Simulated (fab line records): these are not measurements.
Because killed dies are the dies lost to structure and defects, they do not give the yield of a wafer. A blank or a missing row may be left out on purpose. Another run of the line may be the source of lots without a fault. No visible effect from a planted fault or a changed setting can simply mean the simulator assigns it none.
Struck lot and sound lot, side by side	flow n5-finfet	14 steps out of a route of 1938
Sound: these wafers, L661.1, L661.3, L661.6. Wafers struck: L653.1, L653.3, L653.6. At the end, the cause is stated.
For every step that has rows: the tool of each side, followed by ch and its chambers, followed by its first start. Under that, the readings that differ: sound wafers	struck wafers	difference of the means	sigmas: that difference in standard deviations of wafers without a fault.
alike: same words and numbers on both sides, and readings whose means sit less than 2 such deviations apart. not compared: any withheld reading, any reading some wafer has no value for, any bound like >300 that may hide the same value, and any number with overlapping values for which the record gives no deviation.
Wherever a step has rows on one side only, a row that says differs or no value, or a row with sigmas, the two part there. Non-overlapping numbers with no deviation appear without sigmas and do not part them. A reading missing from all wafers of one side parts the sides only when that side holds two or more wafers.

N5_FIN_SAQP_THK_MEAS_05:
  struck on film-metro-01, day 4 08:43; sound on film-metro-02, day 6 08:41
  alike: thk-nm
N5_FIN_SAQP_PECVD_47: deposits a-Si from SiH4/He, target thk 45 nm, time 36.3 s.
  sound on pecvd-04 ch 0,1,2, day 6 08:43; struck on pecvd-01 ch 0,2, day 4 08:45
  alike: heater-power-w, showerhead-plenum-p-Torr, throttle-valve-pct
N5_FIN_SAQP_PECVD_48: deposits SiNx from SiH4/NH3/N2, target thk 25 nm, time 22.1 s.
  sound on pecvd-04 ch 0,1,2, day 6 08:46; struck on pecvd-01 ch 0,2, day 4 08:47
  alike: heater-power-w, showerhead-plenum-p-Torr, throttle-valve-pct
N5_FIN_SAQP_PECVD_06: deposits a-Si from SiH4/He, target thk 60 nm, time 48.1 s.
  sound on pecvd-04 ch 0,1,2, day 6 08:48; struck on pecvd-01 ch 0,2, day 4 08:50
  alike: heater-power-w, showerhead-plenum-p-Torr, throttle-valve-pct
N5_FIN_SAQP_THK_MEAS_07:
  struck on film-metro-02, day 4 08:55; sound on film-metro-02, day 6 08:53
  alike: thk-nm
N5_FIN_SAQP_HM_DEP_72: deposits SiO2 from SiH4/N2O, target thk 12 nm, time 7.2 s.
  sound on pecvd-03 ch 0,2, day 6 08:56; struck on pecvd-03 ch 0,2, day 4 08:57
  alike: heater-power-w, showerhead-plenum-p-Torr
then, 6 steps without rows for these wafers: N5_FIN_SAQP_COAT_49 (time 60 s, resist thk 100 nm); N5_FIN_SAQP_COAT_50 (time 60 s, resist thk 35 nm); N5_FIN_SAQP_COAT_10 (resist thk 90 nm); N5_FIN_SAQP_EBR_12; N5_FIN_SAQP_SOFTBAKE_11 (time 60 s); N5_FIN_SAQP_EXPOSE_13 (exposes mask FIN CORE, target cd 35.6 nm).
N5_FIN_SAQP_PEB_14: peb time 60 s.
  sound on litho-track-04 ch 0, day 6 09:19; struck on litho-track-01, day 4 09:20
  no value came back on the struck wafers for chill-plate-temp-C (C), exhaust-pa (Pa), resist-line-temp-C (C); on the sound wafers chill-plate-temp-C (C) reads 22.96 23.07 22.68
then, 1 step without rows for these wafers: N5_FIN_SAQP_DEVELOP_15 (develop time 30 s).

## WHERE THEY PART
At N5_FIN_SAQP_PEB_14 and nowhere else, as far as this record goes.

WHY: the cause the simulator had injected
Entire step skipped (litho-track-01, N5_FIN_SAQP_PEB_14), from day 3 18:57 onward. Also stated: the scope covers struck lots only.
